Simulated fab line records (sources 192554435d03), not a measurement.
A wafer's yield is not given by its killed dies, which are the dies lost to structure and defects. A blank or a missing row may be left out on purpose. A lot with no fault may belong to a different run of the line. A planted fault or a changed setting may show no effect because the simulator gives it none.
fab line records -- flow n5_finfet
record lots=4, wafers=12, last_day=17
route steps=1938 shown BEOL_M1@799 BEOL_M4@1111 PASSIVATION@1936
lots that met no fault: taken from a fault-free run of the same line
start_h: start of the lot's first displayed wafer, in hours after the record's first day -- wait_h: hours since the lot's step before -- " unchanged from the row above -- L1.1+2: one row covering several wafers at once -- - no value, or no start was given -- * or withheld: withheld -- < > ~ a bound
route shown NAME@n: NAME is a module with steps in the file, n the number in the route of the first one -- usual: average and standard deviation across the fault-free wafers -- same: alike in all rows -- chamber/n: place in a boat -- sites: per-site readings -- _std_site: how widely they spread, as a standard deviation -- _edge_site: the outer-site mean with the inner-site mean subtracted -- radius_mm: how far each site lies from the wafer's centre -- mask NAME#n: copy n -- behind: tool/chamber where the wafer was last shaped -- hold: the reason the lot was held/the length of the hold in hours/how it ended -- device: transistor that didn't switch, given as n, p or np -- end of line: the tests these same wafers got at the end of their route -- a step with no rows: only its recipe -- killed: the dies lost at the first sort to structure and to defects; this is not the yield of the wafer -- map: a wafer's dies, x killed, . not, _ none there
set.NAME: the setting as run; set.NAME@STEP: as run at that earlier step -- model.NAME: the simulator's own value behind a step, which no gauge read
certain route steps with their lots: each step a table, each wafer a row
services: when a tool's chamber went out of use (start_h, in hours from the record's first day, below 0 if earlier), for how many hours, and the reason
## steps
# step N5_BEOL_M1_STRIP_36
# recipe chemistry=N2/H2, power_w=450, temp_c=40, pressure_mtorr=20, rf_frequency_hz=6e+07, overash_fraction=0.3, bias_power_w=7, h2_frac=0.5, n2_flow_sccm=200, h2_flow_sccm=200
# step N5_BEOL_M1_TRENCH_ETCH_37
# recipe chemistry=C4F6/O2, target_depth_a=552.07, target=SiOC, time_s=29, ion_energy_ev=250, pressure_mtorr=30, source_w=355, bias_w=185, Ar_flow_sccm=300, C4F6_flow_sccm=10, O2_flow_sccm=10
# step N5_BEOL_M1_ETCH_41
# recipe chemistry=CH3F/O2, target=SiCN, target_depth_a=319, taper_deg=2, time_s=57.8, ion_energy_ev=120, mask_material=TiN, pressure_mtorr=30, source_w=395, bias_w=75, Ar_flow_sccm=150, CH3F_flow_sccm=30, O2_flow_sccm=20
# step N5_BEOL_M1_STRIP_97
# recipe chemistry=N2/H2, time_s=10, power_w=450, temp_c=40, pressure_mtorr=20, rf_frequency_hz=6e+07, bias_power_w=7, n2_flow_sccm=200, h2_flow_sccm=200
# step N5_BEOL_M1_HM_STRIP_39
# recipe chemistry=peroxide_tin_strip, material=TiN, target_depth_a=250, temp_c=50, time_s=158
# step N5_BEOL_M1_SRD_40
# recipe time_s=30, temp_c=23, rinse_liquid=diw, dry=ipa_marangoni
# step N5_BEOL_M1_PRECLEAN_42
# recipe chemistry=residue_remover, time_s=60, temp_c=40
# step N5_BEOL_M1_SRD_43
# recipe time_s=30, temp_c=23, rinse_liquid=diw, dry=ipa_marangoni
# step N5_BEOL_M1_DEGAS_44
# recipe ambient=vacuum, temp_c=250, time_s=60
# step N5_BEOL_M1_PRE_CLEAN_45
# recipe gas=H2/He, time_s=30, temp_c=250
# step N5_BEOL_M1_ALD_84
# recipe material=TaN, target_thk_a=*, temp_c=275, ald_precursor_family=PDMAT, ald_co_reactant=NH3, pressure_torr=3, carrier_flow_sccm=1500, pulse_time_s=2, purge_time_s=3, co_reactant_purge_time_s=2, co_reactant_pulse_time_s=3, ald_cycles=30, precursor_vessel_temp_c=75, precursor_vessel_pressure_torr=26.25, precursor_vessel_carrier_sccm=1000
# usual ald_cycles=30/0, heater_power_w=444/62
lot.wafer,tool,chamber,start_h,wait_h,ald_cycles,heater_power_w,since_wet_clean_h,model.TaN_of_BEOL_M1_ALD_84.thk_nm
L554.3,ald_metal-04,1,193.09,0.0,30,402,2933,*
L554.4,ald_metal-04,1,193.09,0.0,30,407,-,*
L554.6,ald_metal-04,2,193.09,0.0,30,364,-,*
L561.1,ald_metal-04,1,229.77,0.1,21,415,2970,*
L561.3,ald_metal-04,2,229.77,0.1,21,369,2970,*
L561.6,ald_metal-04,0,229.77,0.1,30,440,-,*
L563.2,ald_metal-04,3,238.26,0.0,21,455,2978,*
L563.3,ald_metal-04,1,238.26,0.0,21,408,2978,*
L563.5,ald_metal-04,1,238.26,0.0,30,405,-,*
L565.1,ald_metal-03,1,254.05,0.1,30,456,1455,*
L565.2,ald_metal-03,3,254.05,0.1,30,505,1455,*
L565.4,ald_metal-03,0,254.05,0.1,30,405,1455,*
# step N5_BEOL_M1_SURFACE_TREAT_85
# recipe gas=Ar, time_s=*, ion_energy_ev=*, ion_current_ma_cm2=0.5, pressure_mtorr=*, ar_flow_sccm=30
# step N5_BEOL_M1_CVD_47
# recipe material=Co, target_thk_a=30, temp_c=withheld, precursor=CCTBA/H2, pressure_torr=30, time_s=223.8
# step N5_BEOL_M1_SPUTTER_48
# recipe material=Cu, target_thk_a=45, temp_c=-20, chamber_pressure_pa=0.07, power_w=withheld, time_s=8.29
# step N5_BEOL_M1_ANNEAL_49
# recipe temp_c=400, time_s=240, ambient=vacuum
# step N5_BEOL_M1_SPUTTER_79
# recipe material=Cu, target_thk_a=45, temp_c=-20, chamber_pressure_pa=0.07, power_w=withheld, time_s=8.29
# step N5_BEOL_M1_ANNEAL_80
# recipe temp_c=400, time_s=240, ambient=vacuum
# step N5_BEOL_M1_SPUTTER_81
# recipe material=Cu, target_thk_a=45, temp_c=-20, chamber_pressure_pa=0.07, power_w=withheld, time_s=8.29
# step N5_BEOL_M1_ANNEAL_82
# recipe temp_c=400, time_s=240, ambient=vacuum
# step N5_BEOL_M1_SPUTTER_86
# recipe material=Cu, target_thk_a=45, temp_c=-20, chamber_pressure_pa=0.07, power_w=withheld, time_s=8.29
# step N5_BEOL_M1_ANNEAL_87
# recipe temp_c=400, time_s=240, ambient=vacuum
# step N5_BEOL_M1_SPUTTER_88
# recipe material=Cu, target_thk_a=45, temp_c=-20, chamber_pressure_pa=0.07, power_w=withheld, time_s=8.29
# step N5_BEOL_M1_ANNEAL_89
# recipe temp_c=400, time_s=240, ambient=vacuum
# step N5_BEOL_M1_SPUTTER_90
# recipe material=Cu, target_thk_a=45, temp_c=-20, chamber_pressure_pa=0.07, power_w=withheld, time_s=8.29
# step N5_BEOL_M1_ANNEAL_91
# recipe temp_c=400, time_s=240, ambient=vacuum
# step N5_BEOL_M1_SPUTTER_92
# recipe material=Cu, target_thk_a=45, temp_c=-20, chamber_pressure_pa=0.07, power_w=withheld, time_s=8.29
# step N5_BEOL_M1_ANNEAL_93
# recipe temp_c=400, time_s=240, ambient=vacuum
# step N5_BEOL_M1_SPUTTER_94
# recipe material=Cu, target_thk_a=45, temp_c=-20, chamber_pressure_pa=0.07, power_w=withheld, time_s=8.29
# step N5_BEOL_M1_ANNEAL_95
# recipe temp_c=400, time_s=240, ambient=vacuum
# step N5_BEOL_M1_SPUTTER_96
# recipe material=Cu, target_thk_a=45, temp_c=-20, chamber_pressure_pa=0.07, power_w=withheld, time_s=8.29
# step N5_BEOL_M1_ECD_50
# recipe material=Cu, target_thk_a=3000
# step N5_BEOL_M1_ANNEAL_51
# recipe temp_c=225, time_s=90, ambient=N2
# step N5_BEOL_M1_CMP_52
# recipe stop_on=SiOC, t_overpolish_s=6.8, down_force_psi=1, platen_rpm=50, clearing_platen_down_force_psi=1.5, clearing_platen_rpm=50, post_cmp_clean=cu_alkaline, target_thk_nm=40, clearing_platen_pad_velocity_m_s=0.99484, pad_velocity_m_s=0.99484
# step N5_BEOL_M1_PRE_CLEAN_60
# recipe gas=NH3/H2, time_s=15, temp_c=*, rf_power_w=300
# step N5_BEOL_M1_CO_CAP_55
# recipe material=Co, target_thk_a=20, temp_c=200, precursor=CCTBA/H2, pressure_torr=30, time_s=102.1
# step N5_BEOL_M1_PRE_CLEAN_56
# recipe gas=NH3, time_s=15, temp_c=withheld, rf_power_w=300
# step N5_BEOL_M1_DEP_57
# recipe material=SiCN, target_thk_a=80, temp_c=withheld, precursor=3MS/NH3, pressure_torr=3, rf_w=202, time_s=14
# step N5_BEOL_M4_RC_MEAS_101
# usual CHAIN_V0=233/8.4, CHAIN_V0_max_site=243/9.9, COMB_M1=5.8e-11/1.2e-11, COMB_M1_max_site=8.4e-11/1.9e-11, DIBL_N=36.8/2.1, DIBL_P=37.1/2.2, IOFF_N=0.18/0.037, IOFF_P=0.23/0.041, ION_N=682/13, ION_P=467/8.6, SS_N=71.7/0.61, SS_P=73.5/0.6, VT_N=248/3.4, VT_P=-249/3.5
lot.wafer,tool,chamber,start_h,wait_h,CHAIN_V0[ohm/link],CHAIN_V0_max_site[ohm/link],COMB_M1[S/m],COMB_M1_max_site[S/m],DIBL_N[mV/V],DIBL_P[mV/V],IOFF_N[nA/um],IOFF_P[nA/um],ION_N[uA/um],ION_P[uA/um],SS_N[mV/dec],SS_P[mV/dec],VT_N[mV],VT_P[mV]
L554.3,prober-02,0,234.19,0.3,229,235,5.8e-11,7.8e-11,36.3,38.2,0.17,0.20,684,463,71.8,74.1,247,-252
L554.4,prober-02,0,234.19,0.3,230,241,4.5e-11,6.9e-11,36.8,39.4,0.20,0.22,703,478,71.8,74.2,246,-251
L554.6,prober-02,0,234.19,0.3,228,239,6.5e-11,9.7e-11,36.6,38.9,0.18,0.21,701,470,71.6,73.7,246,-252
L561.1,prober-02,0,264.23,0.0,187,196,1.48e-10,2.69e-10,37.7,38.2,0.18,0.28,679,470,72.0,74.0,248,-245
L561.3,prober-02,0,264.23,0.0,180,185,1.95e-10,2.84e-10,34.7,32.9,0.13,0.18,665,456,71.1,73.3,250,-251
L561.6,prober-02,0,264.23,0.0,233,239,4.8e-11,6.5e-11,36.5,35.6,0.16,0.23,658,463,71.5,73.6,253,-246
L563.2,prober-02,0,281.90,0.2,191,202,1.26e-10,1.61e-10,36.4,37.1,0.18,0.24,692,474,71.3,73.0,247,-247
L563.3,prober-02,0,281.90,0.2,188,194,7.2e-11,1.46e-10,34.1,33.9,0.13,0.18,683,469,71.7,72.5,253,-250
L563.5,prober-02,0,281.90,0.2,235,248,5.6e-11,1.08e-10,35.1,35.6,0.16,0.21,684,466,71.7,73.9,248,-249
L565.1,prober-01,0,302.47,0.0,228,232,4.6e-11,7.4e-11,35.6,38.4,0.16,0.25,682,473,71.1,72.8,251,-244
L565.2,prober-01,0,302.47,0.0,232,246,6.6e-11,1.23e-10,36.1,37.9,0.17,0.25,683,472,71.7,73.4,249,-245
L565.4,prober-01,0,302.47,0.0,233,236,4.9e-11,5.9e-11,36.7,38.8,0.18,0.26,686,473,71.6,73.9,246,-245
# sites CHAIN_V0 radius_mm=0,75,75,75,75,140,140,140,140
L554.3 230 231 235 225 232 227 229 222 219
L561.1 183 187 189 192 196 179 187 183 188
L563.2 200 200 191 202 201 176 169 174 170
L565.1 223 228 223 219 232 230 228 218 232
# sites COMB_M1 radius_mm=0,75,75,75,75,140,140,140,140
L554.3 5.2e-11 6.9e-11 5.8e-11 7.4e-11 5e-11 6.9e-11 4.6e-11 5.4e-11 7.8e-11
L561.1 1.36e-10 1.49e-10 1.29e-10 2.69e-10 2.24e-10 1.82e-10 1.35e-10 1.48e-10 1.42e-10
L563.2 1.26e-10 1.1e-10 1.55e-10 1.52e-10 1.61e-10 9.2e-11 1.43e-10 1.01e-10 1.06e-10
L565.1 5.2e-11 4.8e-11 4.4e-11 4.1e-11 4.6e-11 7.4e-11 3.9e-11 5.3e-11 3.4e-11
# step N5_PASSIVATION_PROBE_49
# usual defect_limited_yield=91.0/1.4, killed_at_M0_to_M3=35/10, killed_at_M4_up=13/6, killed_at_contacts=13/6.4, killed_at_front_end=42/12, killed_at_other=3.2/2.4, killed_dies=107/17, killed_open=69/13, killed_short=33/7.3, sort_bin_4_leakage=0.00/0.022, sort_bin_5_function=5.3/0.92, sort_bin_6_memory=3.3/0.66, sort_n_pass=1073/17, sort_yield_pct=90.9/1.4
# same gross_dies=1180, killed_at_back_side=0, sort_bin_8_speed[%]=0
lot.wafer,tool,chamber,start_h,wait_h,defect_limited_yield[%],killed_at_M0_to_M3,killed_at_M4_up,killed_at_contacts,killed_at_front_end,killed_at_other,killed_dies,killed_open,killed_short,sort_bin_4_leakage[%],sort_bin_5_function[%],sort_bin_6_memory[%],sort_n_pass,sort_yield_pct[%]
L554.3,prober-01,-,337.82,0.1,90.5,22,32,22,33,3,112,71,37,0,6.1,3.1,1068,90.5
L554.4,prober-01,-,337.87,0.2,90.3,27,10,24,51,2,114,77,32,0,6.4,3.1,1066,90.3
L554.6,prober-01,-,337.97,0.3,90.5,19,28,18,44,3,112,77,32,0,5.9,3.3,1068,90.5
L561.1,prober-01,-,369.26,0.3,85.2,101,10,9,55,0,175,64,36,5.68,4.9,3.8,1005,85.2
L561.3,prober-01,-,369.36,0.4,86.2,116,13,2,29,3,163,62,22,6.27,4.9,2.5,1017,86.2
L561.6,prober-01,-,369.51,0.6,92.9,29,10,7,34,4,84,55,23,0,4.2,2.3,1096,92.9
L563.2,prober-02,-,392.09,0.1,83.6,99,6,8,77,3,193,92,36,5.34,7.2,3.4,987,83.6
L563.3,prober-02,-,392.14,0.1,84.0,108,8,8,64,1,189,91,35,4.92,6.1,4.6,991,84.0
L563.5,prober-02,-,392.24,0.2,89.8,39,9,7,62,3,120,81,37,0,6.4,3.5,1060,89.8
L565.1,prober-01,-,404.93,0.0,91.4,41,17,12,30,2,102,65,34,0,5.1,3.2,1078,91.4
L565.2,prober-01,-,404.98,0.1,92.1,26,17,13,37,0,93,67,26,0,3.7,3.8,1087,92.1
L565.4,prober-01,-,405.08,0.2,90.2,44,10,14,48,0,116,79,33,0,5.7,3.6,1064,90.2
# killed by level:class
L554.3 BEOL_M4:geometric_particle:open=18 MOL_CONTACT_COAG:geometric_particle:open=17 BEOL_M0_SAQP:geometric_particle:short=11 ILD0:geometric_particle:open=7 BEOL_M0_SAQP:geometric_particle:open=6 ILD0:geometric_particle:short=5 MOL_CONTACT_COAG:geometric_particle:short=5 BEOL_M6:geometric_particle:open=4
L554.4 MOL_CONTACT_COAG:geometric_particle:open=19 FIN_SAQP:geometric_particle:open=12 DUMMY_GATE:geometric_particle:open=10 ILD0:geometric_particle:open=7 BEOL_M0_SAQP:geometric_particle:open=7 BEOL_M0_SAQP:geometric_particle:short=7 BEOL_M3:geometric_particle:open=6 BEOL_M8:geometric_particle:open=5
L554.6 BEOL_M4:geometric_particle:open=19 MOL_CONTACT_COAG:geometric_particle:open=15 FIN_SAQP:geometric_particle:open=8 FIN_SAQP:geometric_particle:short=8 DUMMY_GATE:geometric_particle:open=6 STI_FIN_REVEAL:geometric_particle:open=6 BEOL_M0_SAQP:geometric_particle:short=6 BEOL_M0_SAQP:geometric_particle:open=4
L561.1 M1:area_ald=67 BEOL_M2:geometric_particle:open=10 FIN_SAQP:geometric_particle:open=8 FIN_SAQP:geometric_particle:short=8 ILD0:geometric_particle:short=8 STI_FIN_REVEAL:geometric_particle:open=7 STARTING-WAFER:geometric_particle:short=7 BEOL_M0_SAQP:geometric_particle:short=7
L561.3 M1:area_ald=74 BEOL_M2:geometric_particle:open=14 BEOL_M4:geometric_particle:open=8 FIN_SAQP:geometric_particle:short=7 BEOL_M0_SAQP:geometric_particle:open=7 BEOL_M3:geometric_particle:open=7 FIN_SAQP:geometric_particle:open=6 STI_FIN_REVEAL:geometric_particle:open=5
L561.6 BEOL_M2:geometric_particle:open=9 MOL_CONTACT_COAG:geometric_particle:open=6 BEOL_M0_SAQP:geometric_particle:short=6 ILD0:geometric_particle:open=5 BEOL_M0_SAQP:geometric_particle:open=5 GATE_CUT:geometric_particle:short=4 BEOL_M5:geometric_particle:open=4 STI_FIN_REVEAL:geometric_particle:open=3
L563.2 M1:area_ald=63 STI_FIN_REVEAL:geometric_particle:open=30 FIN_SAQP:geometric_particle:open=14 BEOL_M0_SAQP:geometric_particle:short=9 BEOL_M0_SAQP:geometric_particle:open=9 FIN_SAQP:geometric_particle:short=6 MOL_CONTACT_COAG:geometric_particle:open=6 BEOL_M2:geometric_particle:open=6
L563.3 M1:area_ald=58 STI_FIN_REVEAL:geometric_particle:open=16 BEOL_M0_SAQP:geometric_particle:open=13 FIN_SAQP:geometric_particle:open=11 BEOL_M0_SAQP:geometric_particle:short=10 BEOL_M2:geometric_particle:open=10 BEOL_M3:geometric_particle:open=9 DUMMY_GATE:geometric_particle:open=8
L563.5 STI_FIN_REVEAL:geometric_particle:open=16 BEOL_M0_SAQP:geometric_particle:open=11 FIN_SAQP:geometric_particle:open=9 FIN_SAQP:geometric_particle:short=7 MOL_CONTACT_COAG:geometric_particle:open=7 BEOL_M0_SAQP:geometric_particle:short=7 BEOL_M1:geometric_particle:open=7 BEOL_M2:geometric_particle:open=6
L565.1 BEOL_M0_SAQP:geometric_particle:open=19 BEOL_M0_SAQP:geometric_particle:short=11 DUMMY_GATE:geometric_particle:open=10 MOL_CONTACT_COAG:geometric_particle:open=9 FIN_SAQP:geometric_particle:short=5 BEOL_M4:geometric_particle:open=5 STARTING-WAFER:geometric_particle:short=4 FIN_SAQP:geometric_particle:open=3
L565.2 MOL_CONTACT_COAG:geometric_particle:open=9 BEOL_M0_SAQP:geometric_particle:open=8 BEOL_M3:geometric_particle:open=8 FIN_SAQP:geometric_particle:open=7 STI_FIN_REVEAL:geometric_particle:open=7 BEOL_M4:geometric_particle:open=7 FIN_SAQP:geometric_particle:short=5 BEOL_M0_SAQP:geometric_particle:short=5
L565.4 FIN_SAQP:geometric_particle:open=22 BEOL_M0_SAQP:geometric_particle:open=18 BEOL_M0_SAQP:geometric_particle:short=14 MOL_CONTACT_COAG:geometric_particle:open=11 DUMMY_GATE:geometric_particle:open=8 FIN_SAQP:geometric_particle:short=6 BEOL_M4:geometric_particle:open=4 MOL_CONTACT_COAG:geometric_particle:short=3
# map L561.1 (x killed, . not)
_________________x.x.....x...________________
______________.............x...._____________
___________x...x....x.........x....__________
__________.....xx.....x....xx......x_________
________.xx...x..........x..x........._______
_______.......x...x.....x....x.........______
______................x........x..x....._____
_____................x..........x........____
____............x.....x..x....x.x.........___
___...........x..........x....x.......xx...__
___x.........x....xx..x...x..........x..x..__
__..........x...x...x...........x..........._
__..xx...x.xxx.......xx.x...x..x..x....x..x._
_....x...............x...............x.x.....
_.......................xx.xx.x....x...x.....
_..x.....................xx......x...........
_...................x........................
_..x..x.xx..........x...x.....x..............
_..x......x.xx.xx........x.x.x....x....x.....
_...............x.......x.x..x..x...x........
_.....x.....x.....x.x....xx.......x......x...
__...x.........x........x..............x...x_
__........x.............x....x.............._
___..x...x.x.x........x.x.x..........x.....__
___.........x.x......x.....x......xx.x...x.__
____x....x.......xx........x.......x.....x___
_____.................xx.x..........xx...____
______...................x...x...xx.x..._____
_______....x.x...x................x..x.______
________...........x.x.............x.._______
__________x......x........x...x....._________
___________....x.x.x..x......x.....__________
______________.x...x...........x_____________
_________________........x.x.________________
# map L563.2 (x killed, . not)
_________________.x......x...________________
______________.x......x.x.xxxx.._____________
___________......x...x.............__________
__________..........xx..x.xx..x....._________
________x..x.....x..x...x.....x.x...xx_______
_______.x...xx................x......x.______
______...x..xxxxx..x.x..x.........x....._____
_____..x.....x..xx.x..x..x...............____
____..x...xx...x...............x.....x...x___
___..x......................x.......x......__
___................x..x..x..x..............__
__........xx.x.........................x...._
__........xx..x............x....xx.....x.xxx_
_........x..........x.x.........x..x..x......
_....x.........xxx...xx....xx...x.........x..
_........................x................x..
_...x...........x...x...x....................
_x......................x......x.............
_.......xx...xx.....x......x.xx..x...........
_x..................x.x.x.x...xx.x.x.........
_............................................
__....x.......x...x......x....x........x...._
__.........x.............x....x......x..x..x_
___...x..x...x....x..x...x.xx..........x...__
___.....................xx...xx............__
____..x.....xx....................xx.....x___
_____.x..xx...x..........x.x.x.......x...____
______......x.x..xxxxx...............x.x_____
_______x.....x.....x......x.........x..______
________.....x..xx..x............x..x._______
__________.x.x......xx.........x.x.._________
___________...x.......x.xx.x.......__________
______________.............x...x_____________
_________________x.....x.....________________
## services
tool,chamber,start_h,hours,kind
ald_metal-04,3,173.96,39.0,repair
ald_metal-04,-,245.53,8.7,pm
## key
first_sign step=N5_BEOL_M1_ALD_84, reading=ald_cycles, direction=down, sigmas=99+, usual=*, struck=*
effect step=N5_BEOL_M4_RC_MEAS_101, reading=COMB_M1, direction=up, sigmas=6.4, usual=5.8e-11, struck=1.35e-10
effect step=N5_BEOL_M4_RC_MEAS_101, reading=CHAIN_V0, direction=down, sigmas=5.6, usual=233, struck=186
effect step=N5_BEOL_M4_RC_MEAS_101, reading=COMB_M1_max_site, direction=up, sigmas=7.1, usual=8.4e-11, struck=2.15e-10
effect step=N5_BEOL_M4_RC_MEAS_101, reading=CHAIN_V0_max_site, direction=down, sigmas=5, usual=243, struck=194
effect step=N5_PASSIVATION_PROBE_49, reading=sort_bin_4_leakage, direction=up, sigmas=65, usual=0.00, struck=5.55
model_effect step=N5_BEOL_M1_ALD_84, value=TaN_of_BEOL_M1_ALD_84.thk_nm, without=*, struck=*
more_kills_born_at N5_BEOL_M1_ALD_84@ald_metal-04=262
met_at N5_BEOL_M1_ALD_84
struck_wafers L561.1,L561.3,L563.2,L563.3
onset_between 193.09 229.77
fault kind=process_parameter_drift, tool=ald_metal-04, chamber=-, onset_h=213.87, steps=N5_BEOL_M1_ALD_84, channel=ald_cycles, offset=*, shape=step, end_h=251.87, scope=struck_wafers_only, acts_in=*, stated=*
